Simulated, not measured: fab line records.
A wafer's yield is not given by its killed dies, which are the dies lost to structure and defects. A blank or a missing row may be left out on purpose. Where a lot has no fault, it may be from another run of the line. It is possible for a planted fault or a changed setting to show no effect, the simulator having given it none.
A lot that was struck, set against a sound lot	flow nand-harc	22 out of 1159 route steps
Sound: the wafers L988.2, L988.4, L988.6. Struck: wafers L995.3, L995.4, L995.5. The cause comes at the end.
Order at every step that has rows: each side's tool, ch and its chambers, its first start. Under that, the readings that differ: sound wafers	struck wafers	difference of the means	sigmas: that difference in standard deviations of wafers without a fault.
alike: readings with means less than 2 such deviations apart, plus words and numbers identical on both sides. not compared: withheld readings, readings lacking a value on some wafer, bounds such as >300 that could conceal the same value, and numbers that have no deviation in the record and whose values overlap.
A row with sigmas, a row that says differs or no value, or rows on one side alone: a step with any of these is where the two part. Non-overlapping numbers with no deviation appear without sigmas and do not part them. A reading missing from all wafers of one side parts the sides only when that side holds two or more wafers.

NHARC_P_CONTACT_CMP_24: polishes, t overpolish 30 s, target thk 200 nm.
  sound on cmp-03 ch 2,3, day 7 09:05; struck on cmp-03 ch 2,3, day 9 08:48
  alike: motor-current-A, overpolish-run-s, retaining-ring-pressure-frac, time-to-endpoint-s
after that, 1 step had no rows for these wafers: NHARC_P_CONTACT_SRD_26.
NHARC_P_CONTACT_INSPECT_27:
  struck on defect-inspect-02, day 9 09:11; sound on defect-inspect-02, day 7 09:28
  alike: raw-defect-count
then, 8 steps without rows for these wafers: NHARC_P_M0_DEP_00 (deposits SiOC, target thk 150 nm); NHARC_P_M0_DEHYDRATE_01 (time 120 s); NHARC_P_M0_HMDS_02 (time 30 s); NHARC_P_M0_COAT_33 (time 65 s); NHARC_P_M0_COAT_03 (resist thk 90 nm); NHARC_P_M0_SOFTBAKE_04 (time 55 s); NHARC_P_M0_EBR_05; NHARC_P_M0_EXPOSE_06 (exposes mask P M0, target cd 90 nm).
NHARC_P_M0_PEB_07: peb time 65 s.
  sound on litho-track-04 ch 0, day 7 10:25; struck on litho-track-01 ch 0, day 9 09:53
reading	sound	struck	difference	sigmas
chill-plate-temp-C (C)	23.13 23.08 23.20	22.78 22.82 22.81	-0.33	-3
heater-power-total-W (W)	156.4 157.1 156.6	154.9 154.7 154.0	-2.2	-5
plate-temp-C (C)	100.07 99.92 100.16	98.96 99.05 99.12	-1.01	-8
then, 1 step without rows for these wafers: NHARC_P_M0_DEVELOP_08 (develop time 35 s).
NHARC_P_M0_CD_MEAS_09: target cd 90 nm.
  sound on cd-sem-02 ch 0, day 7 10:29; struck on cd-sem-01 ch 0, day 9 09:58
reading	sound	struck	difference	sigmas
cd-nm (nm)	89.4 88.9 88.6	86.2 85.5 85.6	-3.2	-4
NHARC_P_M0_OVL_MEAS_10: pitch 180 nm.
  struck on overlay-02, day 9 10:03; sound on overlay-01, day 7 10:35
  alike: overlay-x-nm, overlay-y-nm
NHARC_P_M0_INSPECT_11:
  struck on defect-inspect-02, day 9 10:05; sound on defect-inspect-01, day 7 10:38
reading	sound	struck	difference	sigmas
raw-defect-count	8 4 19	3 2 2	-8	-3
NHARC_P_M0_DESCUM_14: chemistry O2, time 3 s.
  sound on rie-diel-03 ch 0,1,3, day 7 10:43; struck on rie-diel-08 ch 1,2, day 9 10:10
reading	sound	struck	difference	sigmas
model.P_M0.cd-nm (nm)	88.56 90.12 88.68	85.45 85.05 84.77	-4.03	
  alike: drypump-motor-current-A, oes-product-au, rf-vpp-V, showerhead-plenum-p-Torr, throttle-valve-pct
  not compared: rf-hours-counter-h
NHARC_P_M0_ETCH_34: etches the open film in N2/H2, target depth 40 nm, overetch 12 nm, time 43.94 s.
  sound on rie-diel-03 ch 0,1,3, day 7 10:47; struck on rie-diel-08 ch 0,3, day 9 10:14
  alike: drypump-motor-current-A, oes-product-au, rf-fwd-power-W, rf-vpp-V, showerhead-plenum-p-Torr, throttle-valve-pct
  not compared: rf-hours-counter-h
NHARC_P_M0_ETCH_15: etches the open film in C4F8/Ar, target depth 150 nm, overetch 15 nm, time 82.5 s.
  sound on rie-diel-03 ch 1,2; struck on rie-diel-08 ch 1,3
reading	sound	struck	difference	sigmas
oes-product-au (a.u.)	0.930 0.904 0.930	0.953 0.984 0.982	+0.052	+2
rf-fwd-power-W (W)	592.3 595.8 592.5	596.5 598.3 600.9	+5.0	+2
model.P_M0.cd-nm (nm)	88.04 89.8 88.17	85.42 84.69 84.31	-3.86	
  alike: rf-vpp-V
  not compared: rf-hours-counter-h
NHARC_P_M0_CD_MEAS_16:
  struck on cd-sem-01, day 9 10:27; sound on cd-sem-03, day 7 10:59
reading	sound	struck	difference	sigmas
cd-nm (nm)	88.2 89.6 88.2	85.4 84.8 84.3	-3.8	-3
NHARC_P_M0_STRIP_18: strips in N2/H2.
  sound on rie-diel-08 ch 1,2,3, day 7 11:05; struck on rie-diel-09 ch 1,2,3, day 9 10:33
  alike: drypump-motor-current-A, oes-product-au, rf-fwd-power-W, rf-vpp-V, showerhead-plenum-p-Torr, throttle-valve-pct
  not compared: rf-hours-counter-h
after that, 1 step had no rows for these wafers: NHARC_END_SORT_01.

== WHERE THEY PART ==
Last at NHARC_P_M0_CD_MEAS_16 as far as this record goes, first at NHARC_P_M0_PEB_07. Later steps at which nothing parts them and some readings are alike: NHARC_P_M0_STRIP_18.

WHY: whatever the simulator had introduced
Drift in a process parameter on litho-track-01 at NHARC_P_M0_PEB_07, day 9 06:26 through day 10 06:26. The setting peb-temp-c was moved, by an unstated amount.
